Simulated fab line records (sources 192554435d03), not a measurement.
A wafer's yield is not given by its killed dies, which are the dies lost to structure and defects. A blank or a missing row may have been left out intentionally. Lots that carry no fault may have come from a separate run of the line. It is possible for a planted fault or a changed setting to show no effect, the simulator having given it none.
Comparing a struck lot with a sound one ; flow n5Finfet ; 16 steps out of a route of 1938
Sound: wafers L433.3, L433.5, L433.6. Struck: wafer L440.5. (L440.2, L440.4 of the same lot were not struck and are left out.) The cause comes at the end.
For every step that has rows: the tool of each side, followed by ch and its chambers, followed by its first start. Under that, the readings that differ: sound wafers ; struck wafers ; difference of the means ; sigmas: that difference in standard deviations of wafers without a fault.
alike: words and numbers the same on both sides, and readings whose means are apart by under 2 such deviations; not compared: readings that were withheld, readings missing a value for some wafer, numbers with overlapping values and no deviation given by the record, and bounds like >300 which may hide the same value.
Wherever a step has rows on one side only, a row that says differs or no value, or a row with sigmas, the two part there. Numbers that have no deviation but don't overlap get no sigmas and don't part them. A reading that every wafer of one side lacks parts them only if that side has two wafers or more.

N5_BEOL_M0_CUTY_CD_MEAS_57: the cd target is 200 nm.
  sound on cdSem-03 ch 0, day 7 20:25; struck on cdSem-02 ch 0, day 9 19:55
  alike: cdNm
N5_BEOL_M0_CUTY_OVL_MEAS_58:
  sound on overlay-02 ch 0, day 7 20:27; struck on overlay-01 ch 0, day 9 19:57
  alike: M0_ABLK_OVL
N5_BEOL_M0_CUTY_INSPECT_59: inspects for defects (macro).
  sound on defectInspect-01 at day 7 20:28; struck on defectInspect-01 at day 9 19:58
  alike: rawDefectCount
then, 2 steps without rows for these wafers: N5_BEOL_M0_CUTY_DESCUM_61 (chemistry O2, time 7.9 s); N5_BEOL_M0_CUTY_ETCH_62 (etches SiARC in CF4, time 58.5 s).
N5_BEOL_M0_CUTY_ETCH_63: etches SOC in N2/H2, target depth 82.7 nm, overetch 16.5 nm, time 124 s.
  sound on rieDiel-04 ch 0,2, day 7 20:35; struck on rieDiel-04 ch 3, day 9 20:05
reading;sound;struck;difference;sigmas
rfVppV (V);523.4 522.2 521.8;528.1;+5.6;+2
showerheadPlenumPTorr (Torr);2.47 2.47 2.50;2.69;+0.21;+2
  alike: drypumpMotorCurrentA, h2FlowSccm, n2FlowSccm, oesProductAu, throttleValvePct
  not compared: rfHoursCounterH
then, 1 step without rows for these wafers: N5_BEOL_M0_CUTY_STRIP_64 (strips in N2/H2).
N5_BEOL_M0_ETCH_138: etches SiCN in CH3F/O2, target depth 12 nm, time 31.6 s.
  sound on rieDiel-04 ch 0,2, day 7 20:43; struck on rieDiel-04 ch 3, day 9 20:13
reading;sound;struck;difference;sigmas
showerheadPlenumPTorr (Torr);1.95 1.95 1.98;2.11;+0.15;+2
  alike: drypumpMotorCurrentA, etchRfOnTimeS, oesProductAu, rfVppV, throttleValvePct
  not compared: rfHoursCounterH
then, 1 step without rows for these wafers: N5_BEOL_M0_HM_OPEN_105 (chemistry Cl2/BCl3, target TiN, target depth 12 nm).
N5_BEOL_M0_STRIP_140: strips in CF4.
  sound on rieDiel-06 ch 1,2, day 7 23:23; struck on rieDiel-02 ch 2, day 10 01:59
  alike: drypumpMotorCurrentA, oesProductAu, rfVppV, showerheadPlenumPTorr, throttleValvePct
  not compared: rfHoursCounterH
N5_BEOL_M0_STRIP_104: strips in N2/H2.
  sound on rieDiel-06 ch 1,2, day 7 23:24; struck on rieDiel-02 ch 2, day 10 02:01
  alike: drypumpMotorCurrentA, h2FlowSccm, n2FlowSccm, oesProductAu, rfVppV, showerheadPlenumPTorr, throttleValvePct
  not compared: rfHoursCounterH
then, 1 step without rows for these wafers: N5_BEOL_M0_WET_ETCH_106 (etches SiO2 in DHF, target depth 130 nm, rinse time 30 s).
N5_BEOL_M0_ETCH_128: etches SiCN in CF4/N2, target depth 12 nm, overetch 5.1 nm, time 21.4 s.
  sound on rieDiel-04 ch 0,2, day 7 23:54; struck on rieDiel-06 ch 0, day 10 02:08
reading;sound;struck;difference;sigmas
model.TiN_of_BEOL_M0_SAQP_HM_DEP_02.thkNm (nm);10.8 10.8 10.8;10.4;-0.4;
  alike: drypumpMotorCurrentA, n2FlowSccm, oesProductAu, rfVppV, showerheadPlenumPTorr, throttleValvePct
  not compared: rfHoursCounterH
N5_BEOL_M0_TRENCH_ETCH_107: etches SiOC in C4F6/O2, target depth 32.8 nm, time 16.4 s.
  sound on rieDiel-04 ch 0,2, day 7 23:57; struck on rieDiel-06 ch 0, day 10 02:10
reading;sound;struck;difference;sigmas
model.TiN_of_BEOL_M0_SAQP_HM_DEP_02.thkNm (nm);9.6 9.6 9.4;9.2;-0.3;
  alike: drypumpMotorCurrentA, oesProductAu, rfVppV, showerheadPlenumPTorr, throttleValvePct
  not compared: rfHoursCounterH
N5_BEOL_M0_STRIP_142: strips in N2/H2, time 10 s.
  sound on rieDiel-04 ch 0,2, day 7 23:58; struck on rieDiel-06 ch 0, day 10 02:12
  alike: drypumpMotorCurrentA, h2FlowSccm, n2FlowSccm, oesProductAu, rfVppV, showerheadPlenumPTorr, throttleValvePct
  not compared: rfHoursCounterH
N5_BEOL_M4_RC_MEAS_101:
  sound on prober-02 ch 0, day 9 19:34; struck on prober-01 ch 0, day 11 15:47
reading;sound;struck;difference;sigmas
DIBL_N (mV/V);37.2 35.6 35.9;38.7;+2.5;+2
IOFF_P (nA/um);0.213 0.183 0.178;0.247;+0.056;+2
  alike: DIBL_P, IOFF_N, ION_N, ION_P, SS_N, SS_P, VT_N, VT_P

WHERE THEY PART
Last at N5_BEOL_M4_RC_MEAS_101 as far as this record goes, first at N5_BEOL_M0_CUTY_ETCH_63.

WHY: the cause the simulator had injected
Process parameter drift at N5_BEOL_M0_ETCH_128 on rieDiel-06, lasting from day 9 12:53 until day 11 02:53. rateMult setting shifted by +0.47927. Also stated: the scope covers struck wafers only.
